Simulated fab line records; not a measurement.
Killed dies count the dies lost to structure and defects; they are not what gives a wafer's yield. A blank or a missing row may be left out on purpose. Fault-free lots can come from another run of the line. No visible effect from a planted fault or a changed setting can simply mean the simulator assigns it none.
Which tool was responsible? | flow nand-harc | 18 wafers from 6 lots sampled at 5 of the route's 1302 steps

== WHAT THE GAUGES READ, wafer by wafer ==
NHARC_END_SORT_01.
lot  | measured     | on        | sort_bin_4_pct (%)
L535 | day 25 00:34 | prober-02 | 4.6 3.5 4.1
L539 | day 26 12:44 | prober-02 | 2.7 3.5 2.8
L547 | day 29 14:52 | prober-02 | 4.9 5.2 4.7
L554 | day 32 06:06 | prober-01 | 3.7 5.2 4.6
L555 | day 33 06:11 | prober-02 | 4.9 3.1 4.6
L556 | day 33 12:17 | prober-01 | 4.0 3.1 2.2

== WHAT TOOL EACH LOT RAN ON (gives the tool, then ch and the chambers of the sampled wafers, and finally the start) ==
lot  | NHARC_A_M0_DEGAS_28          | NHARC_A_M0_CMP_23             | NHARC_A_M0_DEP_32               | NHARC_A_M1_ETCH_35
L535 | pvd-sputter-03, day 23 09:08 | cmp-04 ch 0,1,3, day 23 10:16 | pecvd-02 ch 1,2, day 23 10:49   | rie-diel-11 ch 0,3, day 23 12:13
L539 | pvd-sputter-03, day 24 19:46 | cmp-04 ch 0,1, day 24 20:53   | pecvd-01 ch 1,2, day 24 21:29   | rie-diel-11 ch 0,3, day 24 22:59
L547 | pvd-sputter-03, day 27 19:46 | cmp-02 ch 0,2,3, day 27 20:54 | pecvd-01 ch 0,1, day 27 21:31   | rie-diel-05 ch 1,2, day 27 22:59
L554 | pvd-sputter-01, day 30 14:05 | cmp-02 ch 0,1, day 30 15:11   | pecvd-02 ch 0,1,2, day 30 15:49 | rie-diel-11 ch 0,1,3, day 30 17:19
L555 | pvd-sputter-03, day 31 06:53 | cmp-03 ch 0,1,3, day 31 07:59 | pecvd-01 ch 1,2, day 31 08:36   | rie-diel-11 ch 0,3, day 31 10:07
L556 | pvd-sputter-01, day 31 20:12 | cmp-02 ch 0,1, day 31 21:17   | pecvd-02 ch 0,1,2, day 31 21:54 | rie-diel-08 ch 2,3, day 31 23:25
- NHARC_A_M0_DEGAS_28: time 60 s.
- NHARC_A_M0_CMP_23: polishes, t overpolish 20 s, target thk 113.75 nm.
- NHARC_A_M0_DEP_32: deposits SiCN, target thk 30 nm.
- NHARC_A_M1_ETCH_35: etches the open film in N2/H2, target depth 40 nm, overetch 12 nm, time 43.94 s.

== THE ANSWER, worked out from the rows above alone ==
Rule: what is usual is taken from the lots themselves. Put in order of their means at a reading, lots are off if they are a third of the lots or fewer, leave a main group of 4 or more, and stand apart from it by a gap of 3 or more times the standard deviation of the main group's means; of several such gaps the widest counts. The tables above print the reading to a certain number of digits; a main group whose means all agree to those digits is not used. Also off: a lot with no number at a reading for which 4 or more lots have one. The other lots that the step has rows for count as sound.
Nothing can be told from this: no lot is off at any reading shown.

== WHAT THE SIMULATOR HAD INSERTED ==
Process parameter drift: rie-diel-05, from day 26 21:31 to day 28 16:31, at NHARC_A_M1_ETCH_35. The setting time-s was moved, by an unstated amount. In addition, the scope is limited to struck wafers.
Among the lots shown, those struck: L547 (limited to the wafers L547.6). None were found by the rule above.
